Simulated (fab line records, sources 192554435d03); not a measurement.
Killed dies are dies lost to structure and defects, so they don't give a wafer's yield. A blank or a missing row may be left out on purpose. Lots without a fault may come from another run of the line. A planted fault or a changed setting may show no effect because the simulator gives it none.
Split-lot experiment | flow n5_finfet | 7 lots, 21 wafers read, on a route of 1938 steps

THE SPLIT
At N5_MOL_CONTACT_COAG_EXPOSE_81 (exposes mask VG, defocus 0 nm), the setting dose_mj was moved away from the recipe's 59.5 on 7 of the 21 wafers read, by +2.3% to +7.0%. The other wafers ran this setting at the recipe's value.

FROM THE SPLIT TO THE READING: what the file shows between them, 2 steps
- N5_MOL_CONTACT_COAG_PEB_82: peb time 60 s
- N5_MOL_CONTACT_COAG_DEVELOP_83: develop time 30 s

THE READING
cd_nm, in nm, at N5_MOL_CONTACT_COAG_CD_MEAS_84 (target cd 25.1 nm). Fault-free wafers of this fab line usually give 25.12 nm, standard deviation 0.28 nm.

wafer  | tool, chamber at the split | dose_mj as run | against the recipe | cd_nm, nm | against lot-mates on the recipe
L078.2 | euv_scanner-01, 0          | 59.5           | recipe             | 25.60     | -
L078.3 | euv_scanner-01, 0          | 63.08          | +6.0%              | 26.24     | +0.85
L078.5 | euv_scanner-01, 0          | 59.5           | recipe             | 25.18     | -
L077.1 | euv_scanner-02, 0          | 59.5           | recipe             | 24.92     | -
L077.3 | euv_scanner-02, 0          | 60.85          | +2.3%              | 25.38     | +0.61
L077.5 | euv_scanner-02, 0          | 59.5           | recipe             | 24.61     | -
L085.2 | euv_scanner-01, 0          | 59.5           | recipe             | 25.25     | -
L085.4 | euv_scanner-01, 0          | 59.5           | recipe             | 24.99     | -
L085.5 | euv_scanner-01, 0          | 59.5           | recipe             | 24.84     | -
L086.1 | euv_scanner-02, 0          | 59.5           | recipe             | 25.60     | -
L086.3 | euv_scanner-02, 0          | 62.33          | +4.8%              | 26.00     | +0.75
L086.4 | euv_scanner-02, 0          | 59.5           | recipe             | 24.90     | -
L089.2 | euv_scanner-02, 0          | 59.5           | recipe             | 25.07     | -
L089.3 | euv_scanner-02, 0          | 59.5           | recipe             | 25.33     | -
L089.5 | euv_scanner-02, 0          | 59.5           | recipe             | 24.59     | -
L091.2 | euv_scanner-01, 0          | 59.5           | recipe             | 25.19     | -
L091.4 | euv_scanner-01, 0          | 62.2           | +4.5%              | 26.18     | +0.99
L091.5 | euv_scanner-01, 0          | 62.2           | +4.5%              | 25.97     | +0.78
L095.1 | euv_scanner-01, 0          | 63.66          | +7.0%              | 26.21     | +1.43
L095.3 | euv_scanner-01, 0          | 63.66          | +7.0%              | 26.53     | +1.75
L095.6 | euv_scanner-01, 0          | 59.5           | recipe             | 24.78     | -

THE FIT
A straight line over all 21 wafers: cd_nm changes by +0.196 nm for each +1% of dose_mj; r = +0.89; the points scatter about the line by 0.28 nm.
The same after taking each lot's own level away (the mean of its wafers on the recipe; 21 wafers): +0.199 nm for each +1%; r = +0.91; scatter 0.24 nm.
On that fit, the largest move of dose_mj shifts the reading by 1.4 nm.
The lots' own levels span 24.765 to 25.390 nm, that is 2.2 times the standard deviation above.
So the lot-to-lot level changes the slope little: the two slopes agree.
Check: with one of the wafers moved furthest among these (+7.0%) left out of the fit, the line predicts +1.38 nm for it against its lot-mates. It came out at +1.43 nm against them.

THE FILE'S OWN FIT
cd_nm changes by +0.189 nm for each +1% of dose_mj, r = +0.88.
